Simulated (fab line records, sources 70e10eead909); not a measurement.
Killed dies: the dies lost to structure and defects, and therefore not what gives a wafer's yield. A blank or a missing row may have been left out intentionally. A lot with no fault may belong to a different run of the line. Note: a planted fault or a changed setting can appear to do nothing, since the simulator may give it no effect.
Matching of chambers | flow nand-harc | pecvd-04 running NHARC_A_CONTACT_DEP_24: 3 sister chambers
The step deposits SiO2, target thk 500 nm. 22 wafers are shown with their chamber, then 11 later ones without.

== WAFERS, EACH WITH ITS CHAMBER ==
wafer  | chamber | throttle-valve-pct (%) | heater-power-w (W)
L075.2 | 1       | 15.2                   | 444
L075.4 | 1       | 15.2                   | 318
L075.5 | 0       | 15.7                   | 670
L082.1 | 2       | 15.9                   | 595
L082.3 | 0       | 15.5                   | 673
L082.4 | 1       | 15.3                   | 405
L083.2 | 1       | 15.2                   | 360
L083.3 | 2       | 16.1                   | 640
L083.4 | 2       | 16.0                   | 477
L089.3 | 0       | 16.1                   | 674
L089.4 | 2       | 16.2                   | 549
L089.6 | 0       | 16.1                   | 517
L090.4 | 0       | 15.7                   | 564
L090.5 | 0       | 15.2                   | 591
L090.6 | 1       | 15.5                   | 454
L092.1 | 2       | 16.3                   | 622
L092.4 | 2       | 15.9                   | 658
L092.5 | 1       | 15.1                   | 408
L093.2 | 0       | 15.6                   | 551
L093.4 | 2       | 16.3                   | 581
L093.5 | 1       | 15.1                   | 388
L094.2 | 2       | 16.0                   | 562

SIGNATURES (means of the wafers above)
reading            | chamber 0 | chamber 1 | chamber 2 | scatter within a chamber
throttle-valve-pct | 15.700    | 15.229    | 16.087    | 0.22
heater-power-w     | 605.71    | 396.71    | 585.50    | 57.5
Rule: a wafer lies at a distance from a chamber equal to the root of the sum of squares, over the readings, of (its reading less the chamber's mean, divided by the reading's scatter). The wafer belongs to the nearest chamber; if the next one is less than 2 further off, it can't be placed. How the scatter is found: for the shown wafers, subtract from each reading the mean of its chamber, square and add these, divide the total by (wafers less chambers), then take the root.

== WAFERS WITHOUT THEIR CHAMBER ==
wafer  | throttle-valve-pct (%) | heater-power-w (W)
L094.4 | 15.5                   | 610
L094.5 | 15.4                   | 429
L094.1 | 15.6                   | 599
L094.3 | 15.2                   | 411
L094.6 | 16.1                   | 596
L095.4 | 16.1                   | 670
L095.5 | 15.5                   | 422
L095.6 | 15.5                   | 624
L097.1 | 16.2                   | 527
L097.2 | 15.3                   | 407
L097.5 | 15.5                   | 601

== CHAMBER TAKEN BY EACH ==
wafer  | from the rows above     | in truth
L094.4 | can't be placed: 0 or 2 | 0
L094.5 | 1                       | 1
L094.1 | can't be placed: 0 or 2 | 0
L094.3 | 1                       | 1
L094.6 | can't be placed: 2 or 0 | 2
L095.4 | can't be placed: 2 or 0 | 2
L095.5 | 1                       | 1
L095.6 | can't be placed: 0 or 2 | 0
L097.1 | can't be placed: 2 or 0 | 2
L097.2 | 1                       | 1
L097.5 | can't be placed: 0 or 2 | 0
Correct placement for 4 of the 11. Unplaceable from these rows: 7, with the true chamber sitting among the candidates in 7. Wrongly placed: 0.
